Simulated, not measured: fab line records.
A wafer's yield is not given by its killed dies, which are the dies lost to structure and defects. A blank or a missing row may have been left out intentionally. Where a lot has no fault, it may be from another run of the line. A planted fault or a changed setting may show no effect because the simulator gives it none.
fab line records	flow n5Finfet
record lots=5	wafers=15	lastDay=16
route steps=1938 shown BEOL_M14@1730
lots untouched by any fault: they come from a run of this same line in which no faults occurred
startH: hours from the record's opening day to when the first of the lot's shown wafers began	waitH: hours since the lot's step before	" same as the row above	L1.1+2: a single row standing in for several wafers	- no value, or no start was given	* or withheld: withheld	< > ~ a bound
route shown NAME@n: a module of which the file shows steps, and the number in the route of the first	usual: average and standard deviation across the fault-free wafers	same: alike in all rows	chamber/n: place in a boat	sites: per-site readings	_std_site: their standard deviation	_edge_site: the outer-site mean with the inner-site mean subtracted	radiusMm: how far each site lies from the wafer's centre	mask NAME#n: copy n	behind: the tool/chamber that last shaped the wafer	hold: why the lot was held/for how many hours/how that ended	device: transistor that didn't switch, given as n, p or np	end of line: the route-end tests of the same wafers	for a step that has no rows: nothing shown but its recipe	killed: at the first sort, the dies lost to defects and structure; wafer yield is something else	map: shows each die of a wafer: x if killed, . if not, _ if none is there
set.NAME: the setting as run; set.NAME@STEP: as run at that earlier step	model.NAME: the simulator's own value behind a step, which no gauge read
certain route steps with their lots: each step a table, each wafer a row
services: from which hour (startH, from the record's first day; less than 0 if before it) a tool's chamber was out of use, for how many hours, and why
## steps
# step N5_BEOL_M14_ETCH_59
# recipe chemistry=N2/H2	target=BARC	targetDepthA=890	overetchA=267	timeS=67.9	ionEnergyEv=200	pressureMtorr=30	sourceW=840	biasW=150	n2FlowSccm=200	h2FlowSccm=200
# step N5_BEOL_M14_VIA_ETCH_16
# recipe chemistry=C4F8/O2/Ar	target=SiO2	heInnerTorr=15	heOuterTorr=30	targetDepthA=12313	timeS=withheld	ionEnergyEv=800	pressureMtorr=20	sourceW=1905	biasW=2040	Ar_flow_sccm=400	C4F8_flow_sccm=16	O2_flow_sccm=12	ends=cleared
# step N5_BEOL_M14_STRIP_63
# recipe chemistry=O2	powerW=600	tempC=60	pressureMtorr=30	rfFrequencyHz=6e+07	biasPowerW=0	overashFraction=0.3	o2FlowSccm=225
# step N5_BEOL_M14_STRIP_64
# recipe chemistry=O2	powerW=600	tempC=60	pressureMtorr=30	rfFrequencyHz=6e+07	biasPowerW=0	overashFraction=0.3	o2FlowSccm=225
# usual chamberPressureMTorr=30.004/0.025	drypumpMotorCurrentA=5.5/0.45	oesProductAu=0.79/0.065	rfVppV=3.7/0.45	showerheadPlenumPTorr=2.09/0.063	throttleValvePct=16.49/0.21
# same biasPowerW=0
lot.wafer	tool	chamber	startH	waitH	chamberPressureMTorr	drypumpMotorCurrentA	oesProductAu	rfHoursCounterH	rfVppV	showerheadPlenumPTorr	throttleValvePct
L495.1	rieDiel-04	1	-	-	30.024	5.2	0.85	51	3.8	2.23	16.48
L495.5	"	0	"	"	30.007	5.9	0.87	-	2.7	2.04	16.59
L495.6	"	2	"	"	29.964	5.0	0.80	-	3.5	2.12	16.39
L497.1	rieDiel-01	1	-	-	30.005	5.5	0.84	55	3.8	2.15	16.29
L497.5	"	1	"	"	30.031	5.5	0.83	-	4.0	2.15	16.29
L497.6	"	0	"	"	29.990	5.6	0.69	-	3.6	2.15	16.65
L505.1	rieDiel-02	2	-	-	30.004	6.2	0.77	84	4.3	2.04	16.26
L505.2	"	0	"	"	30.026	6.2	0.82	78	4.3	2.00	16.71
L505.3	"	0	"	"	29.973	6.3	0.82	-	3.0	2.00	16.72
L506.2	rieDiel-01	2	-	-	30.037	5.6	0.81	93	3.0	2.11	16.62
L506.4	"	3	"	"	29.981	4.8	0.70	161	2.6	2.05	16.18
L506.5	"	0	"	"	30.014	5.6	0.68	-	3.7	2.15	16.72
L507.2	rieDiel-04	1	-	-	30.011	5.2	0.80	80	3.8	2.22	16.54
L507.4	"	3	"	"	29.997	5.6	0.88	41	3.9	2.14	16.58
L507.6	"	0	"	"	30.000	5.9	0.82	-	3.1	2.03	16.66
# step N5_BEOL_M14_STRIP_71
# recipe chemistry=postEtchResidueRemover	timeS=60	tempC=25	removerPh=withheld	removerWaterWtPct=withheld	removerFluorideWtPct=withheld
# step N5_BEOL_M14_SRD_72
# recipe timeS=30	tempC=23	rinseLiquid=diw	dry=n2Spin	spinRpm=1500	dryTimeS=30
# step N5_BEOL_M14_CD_MEAS_17
# recipe targetCdNm=250	polarity=opening
# usual cdNm=252.2/2.6
lot.wafer	tool	chamber	startH	waitH	cdNm
L495.1	cdSem-02	-	282.69	0.0	253.2
L495.5	"	-	"	"	253.0
L495.6	"	-	"	"	254.1
L497.1	cdSem-03	-	302.69	0.0	251.4
L497.5	"	-	"	"	252.5
L497.6	"	-	"	"	252.3
L505.1	cdSem-01	-	354.44	0.0	254.1
L505.2	"	-	"	"	255.3
L505.3	"	-	"	"	258.4
L506.2	cdSem-01	-	358.18	0.0	250.0
L506.4	"	-	"	"	253.6
L506.5	"	-	"	"	250.9
L507.2	cdSem-01	-	364.44	0.0	251.3
L507.4	"	-	"	"	246.6
L507.6	"	-	"	"	248.1
# step N5_BEOL_M14_COAT_65
# recipe resist=SOC	tempC=250	timeS=60	spinRpm=1500	resistThkNm=450
# step N5_BEOL_M14_COAT_66
# recipe resist=SiARC	tempC=220	timeS=60	spinRpm=1500	resistThkNm=110
# step N5_BEOL_M14_COAT_22
# recipe spinRpm=2888	resistThkNm=300
# step N5_BEOL_M14_EBR_24
# recipe solvent=PGMEA	ebrWidthMm=1.5
# step N5_BEOL_M14_SOFTBAKE_23
# recipe tempC=130	timeS=60
# step N5_BEOL_M14_EXPOSE_25
# recipe maskId=M14	na=0.8	sourceShape=annular	sigmaInner=0.5	sigmaOuter=0.8	polarization=unpolarized	targetCdNm=280	doseMj=26.6
# usual exposureDoseMJCm2=26.585/0.026
lot.wafer	tool	chamber	startH	waitH	mask	exposureDoseMJCm2
L495.1	krfScanner-02	0	282.97	-	M14#0	26.645
L495.5	"	0	"	"	M14#0	26.623
L495.6	"	0	"	"	M14#0	26.597
L497.1	krfScanner-01	0	302.97	-	M14#0	26.557
L497.5	"	0	"	"	M14#0	26.574
L497.6	"	0	"	"	M14#0	26.569
L505.1	krfScanner-02	0	354.60	-	M14#0	26.409
L505.2	"	0	"	"	M14#0	26.451
L505.3	"	0	"	"	M14#0	26.415
L506.2	krfScanner-01	0	358.46	-	M14#0	26.604
L506.4	"	0	"	"	M14#0	26.589
L506.5	"	0	"	"	M14#0	26.624
L507.2	krfScanner-01	0	364.62	-	M14#0	26.616
L507.4	"	0	"	"	M14#0	26.613
L507.6	"	0	"	"	M14#0	26.584
# step N5_BEOL_M14_PEB_26
# recipe pebTempC=130	pebTimeS=90
# step N5_BEOL_M14_DEVELOP_27
# recipe developTimeS=45	rinseLiquid=diw	dry=airSpin	devTempC=21
# step N5_BEOL_M14_HARDBAKE_32
# recipe tempC=130	timeS=120
# step N5_BEOL_M14_CD_MEAS_28
# recipe targetCdNm=284.4	landingEnergyEv=500	detector=seInlens
# usual cdNm=284.8/2
lot.wafer	tool	chamber	startH	waitH	cdNm
L495.1	cdSem-01	0	283.14	-	286.6
L495.5	"	0	"	"	281.8
L495.6	"	0	"	"	285.9
L497.1	cdSem-03	0	303.15	-	284.1
L497.5	"	0	"	"	286.4
L497.6	"	0	"	"	282.0
L505.1	cdSem-01	0	354.77	-	290.1
L505.2	"	0	"	"	287.1
L505.3	"	0	"	"	294.2
L506.2	cdSem-02	0	358.63	-	283.4
L506.4	"	0	"	"	288.7
L506.5	"	0	"	"	286.3
L507.2	cdSem-01	0	364.78	-	281.2
L507.4	"	0	"	"	284.3
L507.6	"	0	"	"	283.4
# step N5_BEOL_M14_OVL_MEAS_29
# recipe pointsPerWafer=44
# usual M14_OVL=0/5.6
lot.wafer	tool	chamber	startH	waitH	M14_OVL[nm]
L495.1	overlay-02	0	283.17	0.0	4
L495.5	"	0	"	"	0
L495.6	"	0	"	"	0
L497.1	overlay-01	0	303.18	0.0	-7
L497.5	"	0	"	"	-1
L497.6	"	0	"	"	-3
L505.1	overlay-02	0	354.80	0.0	-1
L505.2	"	0	"	"	-3
L505.3	"	0	"	"	-5
L506.2	overlay-02	0	358.66	0.0	-8
L506.4	"	0	"	"	-1
L506.5	"	0	"	"	-8
L507.2	overlay-01	0	364.81	0.0	4
L507.4	"	0	"	"	-5
L507.6	"	0	"	"	-4
# step N5_BEOL_M14_INSPECT_30
# recipe mode=adi	inspectInstrument=macro
# usual rawDefectCount=1.9/1.4
lot.wafer	tool	chamber	startH	waitH	rawDefectCount
L495.1	defectInspect-02	-	283.20	0.0	1
L495.5	"	-	"	"	2
L495.6	"	-	"	"	1
L497.1	defectInspect-02	-	303.20	0.0	3
L497.5	"	-	"	"	4
L497.6	"	-	"	"	4
L505.1	defectInspect-02	-	354.83	0.0	1
L505.2	"	-	"	"	0
L505.3	"	-	"	"	1
L506.2	defectInspect-02	-	358.68	0.0	1
L506.4	"	-	"	"	2
L506.5	"	-	"	"	1
L507.2	defectInspect-01	-	364.84	0.0	6
L507.4	"	-	"	"	2
L507.6	"	-	"	"	0
# step N5_BEOL_M14_DESCUM_33
# recipe chemistry=O2	timeS=7.9	sourcePowerW=50	biasPowerW=20	pressureMtorr=20	rfFrequencyHz=2.712e+07	tempC=40	o2FlowSccm=225
# usual biasPowerW=20.01/0.056	chamberPressureMTorr=20.002/0.017	drypumpMotorCurrentA=5.5/0.45	oesProductAu=0.81/0.067	rfVppV=243.2/1.2	showerheadPlenumPTorr=2.09/0.066	throttleValvePct=20.23/0.2
# same timeS=7.9
lot.wafer	tool	chamber	startH	waitH	biasPowerW	chamberPressureMTorr	drypumpMotorCurrentA	oesProductAu	rfHoursCounterH	rfVppV	showerheadPlenumPTorr	throttleValvePct	model.BEOL_M14.cdNm
L495.1	rieDiel-02	0	283.33	0.1	19.99	19.988	6.2	0.86	53	242.7	2.00	20.39	286.4
L495.5	"	1	"	"	19.92	19.977	5.4	0.78	-	242.1	2.03	20.03	282
L495.6	"	2	"	"	19.95	19.996	6.1	0.82	-	240.7	2.04	19.99	285.8
L497.1	rieDiel-01	1	303.23	0.0	20.08	20.026	5.5	0.83	55	244.0	2.14	20.06	284
L497.5	"	1	"	"	20.01	20.039	5.5	0.84	-	243.1	2.14	20.04	286.4
L497.6	"	0	"	"	20.04	19.988	5.7	0.69	-	243.2	2.15	20.31	281.8
L505.1	rieDiel-02	2	354.86	0.0	20.11	19.987	6.2	0.78	84	242.2	2.03	20.02	290
L505.2	"	0	"	"	20.00	19.994	6.2	0.83	78	241.7	2.00	20.43	286.8
L505.3	"	2	"	"	19.96	19.983	6.2	0.79	-	242.6	2.03	20.04	294.4
L506.2	rieDiel-01	3	358.91	0.2	19.98	19.994	4.8	0.71	162	243.4	2.05	19.87	283
L506.4	"	0	"	"	20.01	20.020	5.6	0.68	243	244.7	2.14	20.34	288.6
L506.5	"	2	"	"	19.94	19.955	5.6	0.81	-	244.6	2.11	20.42	286.2
L507.2	rieDiel-04	0	364.87	0.0	19.94	19.999	5.8	0.83	61	243.3	2.03	20.48	281.4
L507.4	"	1	"	"	19.90	19.983	5.2	0.81	81	244.2	2.22	20.28	284.6
L507.6	"	2	"	"	20.00	20.017	4.9	0.77	-	242.7	2.11	20.24	283
# step N5_BEOL_M14_ETCH_67
# recipe chemistry=CF4	target=SiARC	targetDepthA=1430	timeS=238.3	ionEnergyEv=80	pressureMtorr=40	sourceW=545	biasW=36	Ar_flow_sccm=100	cf4FlowSccm=100	ends=cleared
# usual chamberPressureMTorr=40.00/0.038	drypumpMotorCurrentA=5.5/0.45	etchRfOnTimeS=239/9.9	oesProductAu=0.69/0.063	rfVppV=184.0/1.1	showerheadPlenumPTorr=2.15/0.06	throttleValvePct=15.45/0.22
lot.wafer	tool	chamber	startH	waitH	chamberPressureMTorr	drypumpMotorCurrentA	etchRfOnTimeS	oesProductAu	rfHoursCounterH	rfVppV	showerheadPlenumPTorr	throttleValvePct
L495.1	rieDiel-02	0	283.36	0.0	40.06	6.2	227	0.75	53	183.2	2.09	15.77
L495.5	"	1	"	"	40.01	5.4	239	0.66	-	181.2	2.06	15.18
L495.6	"	2	"	"	39.95	6.2	255	0.69	-	183.0	2.10	15.21
L497.1	rieDiel-01	1	303.27	0.0	40.01	5.5	246	0.70	55	184.4	2.17	15.13
L497.5	"	1	"	"	40.00	5.5	247	0.69	-	186.0	2.17	15.11
L497.6	"	0	"	"	40.05	5.6	242	0.59	-	183.8	2.21	15.69
L505.1	rieDiel-02	2	354.91	0.0	40.08	6.2	254	0.66	84	183.3	2.09	15.25
L505.2	"	0	"	"	39.97	6.2	230	0.72	78	183.3	2.08	15.83
L505.3	"	2	"	"	40.08	6.2	258	0.66	-	184.3	2.09	15.25
L506.2	rieDiel-01	3	358.95	0.0	39.96	4.8	240	0.62	162	184.4	2.13	15.26
L506.4	"	0	"	"	40.00	5.7	243	0.58	243	184.4	2.20	15.74
L506.5	"	2	"	"	39.96	5.5	236	0.69	-	184.4	2.16	15.57
L507.2	rieDiel-04	0	364.91	0.0	39.99	5.9	238	0.71	61	183.0	2.09	15.66
L507.4	"	1	"	"	39.97	5.2	236	0.71	81	185.1	2.26	15.50
L507.6	"	2	"	"	40.00	5.0	238	0.65	-	183.9	2.14	15.30
# step N5_BEOL_M14_ETCH_68
# recipe chemistry=N2/H2	target=SOC	maskMaterial=SiARC	sourceW=3000	biasW=350	tempC=40	timeS=450	ionEnergyEv=200	pressureMtorr=30	n2FlowSccm=200	h2FlowSccm=200
# usual chamberPressureMTorr=29.995/0.027	drypumpMotorCurrentA=5.6/0.45	oesProductAu=0.81/0.068	rfVppV=524.0/2.1	showerheadPlenumPTorr=2.55/0.081	throttleValvePct=17.62/0.16
# same timeS=450
lot.wafer	tool	chamber	startH	waitH	chamberPressureMTorr	drypumpMotorCurrentA	oesProductAu	rfHoursCounterH	rfVppV	showerheadPlenumPTorr	throttleValvePct
L495.1	rieDiel-02	0	283.51	0.1	29.984	6.2	0.86	53	522.8	2.46	17.81
L495.5	"	1	"	"	30.020	5.4	0.76	-	521.2	2.45	17.47
L495.6	"	2	"	"	30.033	6.2	0.82	-	521.6	2.48	17.35
L497.1	rieDiel-01	1	303.42	0.1	30.007	5.5	0.83	56	524.4	2.57	17.29
L497.5	"	1	"	"	30.036	5.5	0.84	-	526.8	2.57	17.28
L497.6	"	0	"	"	29.987	5.7	0.68	-	525.1	2.62	17.70
L505.1	rieDiel-02	2	355.13	0.1	30.007	6.2	0.80	85	522.2	2.47	17.38
L505.2	"	0	"	"	30.019	6.2	0.83	79	520.5	2.45	17.88
L505.3	"	2	"	"	29.986	6.2	0.79	-	521.7	2.47	17.37
L506.2	rieDiel-01	3	359.09	0.1	29.997	4.8	0.72	162	522.6	2.54	17.59
L506.4	"	0	"	"	29.998	5.7	0.67	243	525.1	2.61	17.74
L506.5	"	2	"	"	30.024	5.6	0.80	-	524.3	2.56	17.69
L507.2	rieDiel-04	0	365.05	0.1	30.026	5.9	0.83	62	522.8	2.45	17.62
L507.4	"	1	"	"	29.989	5.2	0.81	81	528.4	2.71	17.71
L507.6	"	2	"	"	30.021	5.0	0.78	-	524.7	2.57	17.78
# step N5_BEOL_M14_STRIP_69
# recipe chemistry=N2/H2	tempC=40	n2FlowSccm=200	h2FlowSccm=200	rfFrequencyHz=6e+07
# step N5_BEOL_M14_TRENCH_ETCH_34
# recipe chemistry=C4F8/O2/Ar	target=SiO2	targetDepthA=5566.5	maskMaterial=SOC	heInnerTorr=15	heOuterTorr=30	timeS=126.9	ionEnergyEv=800	pressureMtorr=20	sourceW=1905	biasW=2040	Ar_flow_sccm=400	C4F8_flow_sccm=16	O2_flow_sccm=12
# usual chamberPressureMTorr=20.001/0.02	drypumpMotorCurrentA=5.6/0.45	oesProductAu=0.81/0.075	rfVppV=2241/61	showerheadPlenumPTorr=3.45/0.1	throttleValvePct=30.8/0.32
# same timeS=126.9
lot.wafer	tool	chamber	startH	waitH	chamberPressureMTorr	drypumpMotorCurrentA	oesProductAu	rfHoursCounterH	rfVppV	showerheadPlenumPTorr	throttleValvePct
L495.1	rieDiel-02	0	283.78	0.0	20.005	6.3	0.87	53	2225	3.33	31.0
L495.5	"	1	"	"	19.978	5.4	0.77	-	2224	3.30	30.1
L495.6	"	2	"	"	20.021	6.2	0.81	-	2322	3.36	30.4
L497.1	rieDiel-01	1	303.69	0.0	20.020	5.5	0.82	56	2350	3.49	30.3
L497.5	"	1	"	"	19.974	5.5	0.82	-	2349	3.49	30.4
L497.6	"	0	"	"	20.022	5.7	0.69	-	2325	3.54	30.7
L505.1	rieDiel-02	2	355.54	0.0	20.022	6.2	0.76	85	2318	3.35	30.4
L505.2	"	0	"	"	20.000	6.2	0.84	79	2224	3.32	31.0
L505.3	"	2	"	"	20.006	6.2	0.78	-	2320	3.35	30.5
L506.2	rieDiel-01	3	359.37	0.0	19.982	4.8	0.72	162	2138	3.43	30.6
L506.4	"	0	"	"	19.996	5.7	0.67	243	2324	3.53	30.7
L506.5	"	2	"	"	19.968	5.5	0.81	-	2220	3.48	31.1
L507.2	rieDiel-04	0	365.33	0.0	19.982	5.9	0.82	62	2259	3.32	30.9
L507.4	"	1	"	"	20.031	5.2	0.82	81	2200	3.63	30.7
L507.6	"	2	"	"	19.975	5.0	0.77	-	2276	3.46	30.8
# step N5_BEOL_M14_STRIP_70
# recipe chemistry=C4F8/O2/Ar	resist=SiARC	rfFrequencyHz=6e+07
# step N5_BEOL_M14_OCD_MEAS_35
# usual trenchDepthNm=555/24
lot.wafer	tool	chamber	startH	waitH	trenchDepthNm
L495.1	ocd-01	-	283.94	0.0	583
L495.5	"	-	"	"	555
L495.6	"	-	"	"	526
L497.1	ocd-01	-	303.84	0.0	536
L497.5	"	-	"	"	539
L497.6	"	-	"	"	548
L505.1	ocd-01	-	355.76	0.0	518
L505.2	"	-	"	"	574
L505.3	"	-	"	"	522
L506.2	ocd-01	-	359.52	0.0	539
L506.4	"	-	"	"	536
L506.5	"	-	"	"	570
L507.2	ocd-01	-	365.49	0.0	547
L507.4	"	-	"	"	552
L507.6	"	-	"	"	551
# step N5_BEOL_M14_STRIP_37
# recipe chemistry=O2	powerW=600	tempC=60	pressureMtorr=30	rfFrequencyHz=6e+07	biasPowerW=0	overashFraction=0.3	o2FlowSccm=225
# usual chamberPressureMTorr=30.00/0.051	drypumpMotorCurrentA=5.5/0.43	oesProductAu=0.79/0.069	rfVppV=3.8/0.98	showerheadPlenumPTorr=2.10/0.062	throttleValvePct=16.49/0.2
# same biasPowerW=0
lot.wafer	tool	chamber	startH	waitH	chamberPressureMTorr	drypumpMotorCurrentA	oesProductAu	rfHoursCounterH	rfVppV	showerheadPlenumPTorr	throttleValvePct
L495.1	rieDiel-01	2	284.05	0.1	30.02	5.6	0.85	67	4.6	2.12	16.56
L495.5	"	0	"	"	29.92	5.6	0.70	-	3.7	2.16	16.65
L495.6	"	1	"	"	30.01	5.6	0.85	-	4.8	2.15	16.27
L497.1	rieDiel-01	1	303.88	0.0	30.04	5.5	0.84	56	4.9	2.15	16.24
L497.5	"	0	"	"	29.96	5.6	0.70	-	5.1	2.15	16.66
L497.6	"	3	"	"	30.05	4.8	0.73	-	2.5	2.06	16.13
L505.1	rieDiel-04	1	357.86	2.1	29.98	5.2	0.81	78	4.5	2.22	16.51
L505.2	"	3	"	"	29.96	5.6	0.92	39	3.3	2.14	16.58
L505.3	"	0	"	"	29.99	5.9	0.85	59	2.8	2.03	16.65
L506.2	rieDiel-02	1	360.74	1.2	30.04	5.4	0.75	138	5.5	2.02	16.37
L506.4	"	1	"	"	30.07	5.4	0.74	-	4.2	2.02	16.38
L506.5	"	2	"	"	30.04	6.2	0.79	-	3.9	2.04	16.25
L507.2	rieDiel-01	1	368.16	2.7	30.07	5.5	0.81	74	3.1	2.14	16.32
L507.4	"	3	"	"	30.00	4.8	0.70	166	4.9	2.05	16.19
L507.6	"	0	"	"	30.07	5.6	0.69	-	4.9	2.15	16.68
# step N5_BEOL_M14_ETCH_38
# recipe chemistry=CF4/N2	target=SiCN	targetDepthA=1065	taperDeg=2	timeS=120.6	ionEnergyEv=150	maskMaterial=SiO2	pressureMtorr=40	sourceW=430	biasW=70	Ar_flow_sccm=100	cf4FlowSccm=60	n2FlowSccm=60
# usual chamberPressureMTorr=40.00/0.036	drypumpMotorCurrentA=5.5/0.44	oesProductAu=0.79/0.075	rfVppV=382.4/1.4	showerheadPlenumPTorr=2.22/0.06	throttleValvePct=15.29/0.23
# same timeS=120.6
lot.wafer	tool	chamber	startH	waitH	chamberPressureMTorr	drypumpMotorCurrentA	oesProductAu	rfHoursCounterH	rfVppV	showerheadPlenumPTorr	throttleValvePct	model.BEOL_M14.cdNm
L495.1	rieDiel-01	2	-	-	40.00	5.6	0.84	67	382.3	2.24	15.36	285.4
L495.5	"	0	"	"	40.07	5.6	0.69	-	383.8	2.28	15.54	277.4
L495.6	"	1	"	"	39.99	5.5	0.82	-	382.3	2.23	14.94	280.8
L497.1	rieDiel-01	1	-	-	39.98	5.5	0.82	56	382.1	2.23	14.96	281
L497.5	"	0	"	"	40.06	5.7	0.68	-	384.8	2.28	15.52	283.6
L497.6	"	3	"	"	40.07	4.8	0.74	-	381.9	2.20	15.09	278.2
L505.1	rieDiel-04	1	-	-	39.96	5.2	0.83	78	384.9	2.34	15.34	281.8
L505.2	"	3	"	"	40.05	5.6	0.93	39	382.9	2.26	15.36	284.6
L505.3	"	0	"	"	39.98	5.9	0.83	59	381.1	2.15	15.44	285.8
L506.2	rieDiel-02	1	-	-	39.99	5.4	0.76	138	380.0	2.11	15.06	275.4
L506.4	"	1	"	"	39.98	5.4	0.75	-	380.2	2.11	15.06	284.2
L506.5	"	2	"	"	39.98	6.2	0.76	-	380.9	2.15	15.08	278.8
L507.2	rieDiel-01	1	-	-	39.96	5.5	0.78	74	382.0	2.22	14.97	274.6
L507.4	"	3	"	"	39.98	4.8	0.71	166	382.4	2.19	15.14	277.6
L507.6	"	0	"	"	40.06	5.6	0.67	-	385.3	2.27	15.58	277.2
# step N5_BEOL_M14_PRECLEAN_39
# recipe chemistry=residueRemover	timeS=60	tempC=40
## services
tool	chamber	startH	hours	kind
rieDiel-04	-	260.98	14.6	pm
krfScanner-01	-	267.27	3.6	pm
rieDiel-04	3	277.80	22.7	repair
rieDiel-04	-	278.13	2.0	repair
krfScanner-02	-	307.60	3.6	pm
rieDiel-04	3	321.91	5.7	repair
rieDiel-01	1	325.21	10.6	repair
krfScanner-01	-	330.03	0.8	pm
krfScanner-02	-	332.59	0.5	repair
krfScanner-01	-	333.48	1.0	pm
rieDiel-02	3	333.97	-	clean
rieDiel-02	3	333.97	-	consumableReplace:focusRing
rieDiel-02	3	333.97	38.0	scheduledDown
rieDiel-02	3	333.97	38.0	ventCycle
krfScanner-02	-	335.36	1.0	pm
rieDiel-04	1	338.19	8.8	repair
krfScanner-02	-	349.50	1.3	pm
rieDiel-02	1	353.41	5.8	repair
krfScanner-02	-	355.84	18.1	repair
krfScanner-01	-	365.33	17.6	repair
## key
firstSign step=N5_BEOL_M14_EXPOSE_25	reading=exposureDoseMJCm2	direction=down	sigmas=6.1	usual=26.585	struck=26.425
effect step=N5_BEOL_M14_CD_MEAS_28	reading=cdNm	direction=up	sigmas=2.8	usual=284.8	struck=290.5	wafersMoved=2	through=controlLoop
modelEffect step=N5_BEOL_M14_DESCUM_33	value=BEOL_M14.cdNm	without=285.8	struck=290.4
modelEffect step=N5_BEOL_M14_ETCH_38	value=BEOL_M14.cdNm	without=279.5	struck=284.1
metAt N5_BEOL_M14_EXPOSE_25
struckWafers L505.1,L505.2,L505.3
loopTrim step=N5_BEOL_M14_EXPOSE_25	setting=dose	lots=L505
onsetBetween 282.97 354.60
fault kind=processParameterDrift	tool=krfScanner-02	chamber=-	onsetH=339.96	steps=N5_BEOL_M14_EXPOSE_25	channel=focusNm	offset=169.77	spreadByWafer=0.3	shape=step	endH=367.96
# loopTrim: a control loop set the setting to another value than it would have without faults
